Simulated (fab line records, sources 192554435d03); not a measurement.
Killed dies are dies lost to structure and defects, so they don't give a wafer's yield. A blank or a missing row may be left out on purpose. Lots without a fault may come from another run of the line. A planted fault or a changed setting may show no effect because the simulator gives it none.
Split-lot experiment | flow n5_finfet | 7 lots, 21 wafers read, on a route of 1938 steps

THE SPLIT
At N5_BEOL_M14_EXPOSE_25 (exposes mask M14, target cd 280 nm), the setting dose_mj was moved away from the recipe's 26.6 on 6 of the 21 wafers read, by -6.9% to +7.1%. The other wafers ran this setting at the recipe's value.

FROM THE SPLIT TO THE READING: what the file shows between them, 3 steps
- N5_BEOL_M14_PEB_26: peb time 90 s
- N5_BEOL_M14_DEVELOP_27: develop time 45 s
- N5_BEOL_M14_HARDBAKE_32: time 120 s

THE READING
cd_nm, in nm, at N5_BEOL_M14_CD_MEAS_28 (target cd 284.4 nm). Fault-free wafers of this fab line usually give 284.5 nm, standard deviation 1.9 nm.

wafer  | tool, chamber at the split | dose_mj as run | against the recipe | cd_nm, nm | against lot-mates on the recipe
L075.1 | krf_scanner-02, 0          | 26.6           | recipe             | 285.5     | -
L075.3 | krf_scanner-02, 0          | 26.6           | recipe             | 283.6     | -
L075.6 | krf_scanner-02, 0          | 27.39          | +3.0%              | 291.0     | +6.4
L080.2 | krf_scanner-01, 0          | 26.6           | recipe             | 284.8     | -
L080.3 | krf_scanner-01, 0          | 25.09          | -5.7%              | 275.1     | -9.7
L080.5 | krf_scanner-01, 0          | 25.09          | -5.7%              | 273.4     | -11.4
L084.1 | krf_scanner-01, 0          | 26.6           | recipe             | 283.9     | -
L084.5 | krf_scanner-01, 0          | 28.5           | +7.1%              | 296.2     | +13.4
L084.6 | krf_scanner-01, 0          | 26.6           | recipe             | 281.6     | -
L085.3 | krf_scanner-02, 0          | 26.6           | recipe             | 284.8     | -
L085.5 | krf_scanner-02, 0          | 26.6           | recipe             | 284.3     | -
L085.6 | krf_scanner-02, 0          | 26.6           | recipe             | 287.1     | -
L089.2 | krf_scanner-01, 0          | 24.77          | -6.9%              | 272.5     | -8.1
L089.5 | krf_scanner-01, 0          | 24.77          | -6.9%              | 268.6     | -12.0
L089.6 | krf_scanner-01, 0          | 26.6           | recipe             | 280.6     | -
L094.1 | krf_scanner-02, 0          | 26.6           | recipe             | 283.1     | -
L094.2 | krf_scanner-02, 0          | 26.6           | recipe             | 282.6     | -
L094.4 | krf_scanner-02, 0          | 26.6           | recipe             | 287.1     | -
L096.1 | krf_scanner-02, 0          | 26.6           | recipe             | 284.6     | -
L096.3 | krf_scanner-02, 0          | 26.6           | recipe             | 283.1     | -
L096.6 | krf_scanner-02, 0          | 26.6           | recipe             | 284.5     | -

THE FIT
A straight line over all 21 wafers: cd_nm changes by +1.85 nm for each +1% of dose_mj; r = +0.96; the points scatter about the line by 1.8 nm.
The same after taking each lot's own level away (the mean of its wafers on the recipe; 21 wafers): +1.72 nm for each +1%; r = +0.97; scatter 1.5 nm.
On that fit, the largest move of dose_mj shifts the reading by 12 nm.
The lots' own levels span 280.60 to 285.40 nm, that is 2.5 times the standard deviation above.
So the lot-to-lot level changes the slope little: the two slopes agree.
Check: with one of the wafers moved furthest among these (+7.1%) left out of the fit, the line predicts +12 nm for it against its lot-mates. It came out at +13.4 nm against them.

THE WHOLE CHAIN: every reading that the file lists as answering this split, in the file's order
step                   | what it does                                           | reading                                                         | change (the file's fit)              | r (the file's)
N5_BEOL_M14_CD_MEAS_28 | target cd 284.4 nm                                     | cd_nm                                                           | +1.76 nm for each +1% of the setting | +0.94
N5_BEOL_M14_DESCUM_33  | chemistry O2, time 7.9 s                               | BEOL_M14.cd_nm (the simulator's own value, which no gauge read) | +1.73 nm for each +1% of the setting | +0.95
N5_BEOL_M14_ETCH_67    | etches SiARC in CF4, target depth 143 nm, time 238.3 s | BEOL_M14.cd_nm (the simulator's own value, which no gauge read) | +1.78 nm for each +1% of the setting | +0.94
N5_BEOL_M14_ETCH_68    | etches SOC in N2/H2, time 450 s                        | BEOL_M14.cd_nm (the simulator's own value, which no gauge read) | +1.65 nm for each +1% of the setting | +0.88

THE FILE'S OWN FIT
cd_nm changes by +1.76 nm for each +1% of dose_mj, r = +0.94.
